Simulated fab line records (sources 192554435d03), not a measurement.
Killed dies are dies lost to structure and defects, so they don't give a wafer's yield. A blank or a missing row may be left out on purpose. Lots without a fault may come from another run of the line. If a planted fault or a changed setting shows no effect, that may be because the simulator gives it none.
Split-lot study | flow n5_finfet | 21 wafers read across 7 lots, on a route 1938 steps long

== THE SPLIT ==
At N5_BEOL_M7_COAT_59 (time 60 s, resist thk 100 nm), the setting spin_rpm was moved away from the recipe's 1500 rpm on 6 of the 21 wafers read, by -9.7% to +7.7%. All remaining wafers had this setting at the recipe value.

== FROM THE SPLIT TO THE READING: what the file shows between them, 7 steps ==
- N5_BEOL_M7_COAT_60: time 60 s, resist thk 35 nm
- N5_BEOL_M7_COAT_05: resist thk 90 nm
- N5_BEOL_M7_DESCUM_16: chemistry O2, time 7.9 s
- N5_BEOL_M7_ETCH_61: etches SiARC in CF4, target depth 45.5 nm, time 75.8 s
- N5_BEOL_M7_ETCH_62: etches SOC in N2/H2, target depth 110 nm, overetch 22 nm, time 165 s
- N5_BEOL_M7_STRIP_68: strips in N2/H2
- N5_BEOL_M7_STRIP_67: strips in CF4

== THE READING ==
SOC_of_BEOL_M7_COAT_59.thk_nm (the simulator's own value, which no gauge read), in nm, at N5_BEOL_M7_HM_OPEN_17 (chemistry Cl2/BCl3, target TiN, target depth 20 nm, overetch 6 nm). The file gives no usual value for it. The 15 wafers here that ran the recipe average 91.8 nm, standard deviation 0.26 nm.

wafer  | tool, chamber at the split | spin_rpm as run, rpm | against the recipe | SOC_of_BEOL_M7_COAT_59.thk_nm, nm | against lot-mates on the recipe
L074.1 | litho_track-01, 0          | 1615                 | +7.7%              | 88                                | -3.6
L074.3 | litho_track-01, 0          | 1500                 | recipe             | 91.6                              | -
L074.5 | litho_track-01, 0          | 1500                 | recipe             | 91.6                              | -
L083.2 | litho_track-04, 0          | 1500                 | recipe             | 92.4                              | -
L083.4 | litho_track-04, 0          | 1355                 | -9.7%              | 97.6                              | +5.2
L083.5 | litho_track-04, 0          | 1355                 | -9.7%              | 98                                | +5.6
L086.4 | litho_track-04, 0          | 1500                 | recipe             | 91.6                              | -
L086.5 | litho_track-04, 0          | 1402                 | -6.5%              | 94.8                              | +3.1
L086.6 | litho_track-04, 0          | 1500                 | recipe             | 91.8                              | -
L087.2 | litho_track-04, 0          | 1500                 | recipe             | 91.8                              | -
L087.3 | litho_track-04, 0          | 1500                 | recipe             | 91.8                              | -
L087.5 | litho_track-04, 0          | 1500                 | recipe             | 92                                | -
L091.1 | litho_track-01, 0          | 1413                 | -5.8%              | 95                                | +3.4
L091.3 | litho_track-01, 0          | 1413                 | -5.8%              | 95.2                              | +3.6
L091.4 | litho_track-01, 0          | 1500                 | recipe             | 91.6                              | -
L093.2 | litho_track-04, 0          | 1500                 | recipe             | 92.2                              | -
L093.6 | litho_track-04, 0          | 1500                 | recipe             | 92.2                              | -
L093.5 | litho_track-04, 0          | 1500                 | recipe             | 92                                | -
L097.1 | litho_track-01, 0          | 1500                 | recipe             | 91.6                              | -
L097.2 | litho_track-01, 0          | 1500                 | recipe             | 91.6                              | -
L097.6 | litho_track-01, 0          | 1500                 | recipe             | 91.8                              | -

FIT RESULTS
A straight line over all 21 wafers: SOC_of_BEOL_M7_COAT_59.thk_nm changes by -0.565 nm for each +1% of spin_rpm; r = -0.99; the points scatter about the line by 0.35 nm.
The same after taking each lot's own level away (the mean of its wafers on the recipe; 21 wafers): -0.537 nm for each +1%; r = -0.99; scatter 0.22 nm.
That fit puts the effect of the largest move of spin_rpm on the reading at 5.2 nm.
The lots' own levels span 91.60 to 92.40 nm, that is 3.1 times the standard deviation above.
The two slopes agree, so the slope changes little with the lot-to-lot level.
Check: for one of the wafers moved furthest among these (-9.7%), held out of the fit, the line's prediction against its lot-mates is +5.27 nm. Against them it came out at +5.2 nm.

== OTHER SPLITS ON THESE WAFERS ==
These wafers also went through other splits before the reading. Each is held against what the fit with the lots' levels taken away leaves over:
other split on the same wafers | wafers away from the commonest value | r with SOC_of_BEOL_M7_COAT_59.thk_nm (lot level and that fit taken away)
N5_BEOL_M5_EXPOSE_08 dose_mj   | 7                                    | -0.20
N5_BEOL_M5_SPUTTER_83 time_s   | 5                                    | +0.11
N5_BEOL_M7_ILD_DEP_00 time_s   | 10                                   | +0.01

== THE WHOLE CHAIN: every reading that the file lists as answering this split, in the file's order ==
step                  | what it does                                                         | reading                                                                        | change (the file's fit)               | r (the file's)
N5_BEOL_M7_COAT_59    | time 60 s, resist thk 100 nm                                         | SOC_of_BEOL_M7_COAT_59.thk_nm (the simulator's own value, which no gauge read) | -0.516 nm for each +1% of the setting | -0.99
N5_BEOL_M7_ETCH_62    | etches SOC in N2/H2, target depth 110 nm, overetch 22 nm, time 165 s | etch.depth_nm (the simulator's own value, which no gauge read)                 | -0.516 nm for each +1% of the setting | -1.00
N5_BEOL_M7_HM_OPEN_17 | chemistry Cl2/BCl3, target TiN, target depth 20 nm, overetch 6 nm    | SOC_of_BEOL_M7_COAT_59.thk_nm (the simulator's own value, which no gauge read) | -0.527 nm for each +1% of the setting | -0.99

== THE FILE'S OWN FIT ==
SOC_of_BEOL_M7_COAT_59.thk_nm changes by -0.527 nm for each +1% of spin_rpm, r = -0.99.
